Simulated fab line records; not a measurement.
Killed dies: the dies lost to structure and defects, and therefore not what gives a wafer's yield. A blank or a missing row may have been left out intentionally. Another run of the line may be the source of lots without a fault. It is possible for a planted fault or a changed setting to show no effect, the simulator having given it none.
2 desks, one fault    flow n5_finfet    only its own numbers are on each desk; what lay behind them is given at the end

## THE DEFECT DESK
Inspection counts along the route, by lot: the mean over sampled wafers that carry a number. A lot is out of limits, marked OUT, if its mean lies more than 4 standard deviations from the usual mean; the brackets give that distance.
Columns: A = raw_defect_count at N5_WELL_APT_INSPECT_38, usual 13; B = raw_defect_count at N5_PMOS_HMC_CHANNEL_EPI_INSPECT_11, usual 2.2
lot   first seen here  A   B
L298  day 1 23:16      15  3.3
L299  day 2 04:50      16  4.0
L304  day 3 10:34      10  0.3
L305  day 3 16:37      12  2.0
L313  day 5 16:52      14  1.0
L320  day 7 13:21      17  2.7
This desk's verdict: no lot among the 6 shows anything out of limits.

## METROLOGY DESK
Lot by lot, what the gauges showed, no matter which tool ran the lot: averages of those sampled wafers that carry a number. A lot is out of limits, marked OUT, if its mean lies more than 4 standard deviations from the usual mean; the brackets give that distance. Readings shown: 7 out of 12 (the first out of limits, and those lying furthest out on some lot).
Columns: A = cd_nm at N5_PMOS_HMC_CHANNEL_EPI_CD_MEAS_09, usual 236.8 nm; B = PMOS_HMC_BLK_OVL at N5_PMOS_HMC_CHANNEL_EPI_OVL_MEAS_10, usual 0.2 nm; C = IOFF_N at N5_BEOL_M4_RC_MEAS_101, usual 0.146 nA/um; D = IOFF_P at N5_BEOL_M4_RC_MEAS_101, usual 0.20 nA/um; E = ION_N at N5_BEOL_M4_RC_MEAS_101, usual 670 uA/um; F = VT_N at N5_BEOL_M4_RC_MEAS_101, usual 250 mV; G = VT_P at N5_BEOL_M4_RC_MEAS_101, usual -251 mV
lot   first seen here  A                 B     C      D     E    F    G
L298  day 1 23:43      236.1             1.3   0.134  0.19  671  249  -250
L299  day 2 05:18      238.7             0.7   0.135  0.19  658  255  -254
L304  day 3 10:53      245.2 (+9.2) OUT  -0.4  0.191  0.25  688  244  -245
L305  day 3 16:56      243.7 (+7.5) OUT  0.1   0.163  0.22  672  246  -249
L313  day 5 17:11      236.5             -0.3  0.135  0.18  665  252  -253
L320  day 7 13:48      237.4             0.5   0.124  0.18  662  252  -252
This desk's finding: out of limits on L304, L305; first on L304, day 3 10:53 (cd_nm at N5_PMOS_HMC_CHANNEL_EPI_CD_MEAS_09). Within limits: L298, L299, L313, L320.

## TAKEN TOGETHER
An alarm was possible from the metrology desk at day 3 10:53, on L304, L305.
The defect desk saw nothing out of limits.
The defect desk has L304, L305 on record, within its limits.
Every lot named ran N5_PMOS_HMC_CHANNEL_EPI_EXPOSE_06 on arfi_scanner-02.

## WHAT THE SIMULATOR PUT IN
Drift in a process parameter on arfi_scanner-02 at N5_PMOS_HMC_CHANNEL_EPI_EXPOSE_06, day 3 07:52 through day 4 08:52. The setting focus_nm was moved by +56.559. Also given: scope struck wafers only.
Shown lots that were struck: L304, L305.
Delay in hours, fault start to first out-of-limits reading, per desk: metrology desk 3.
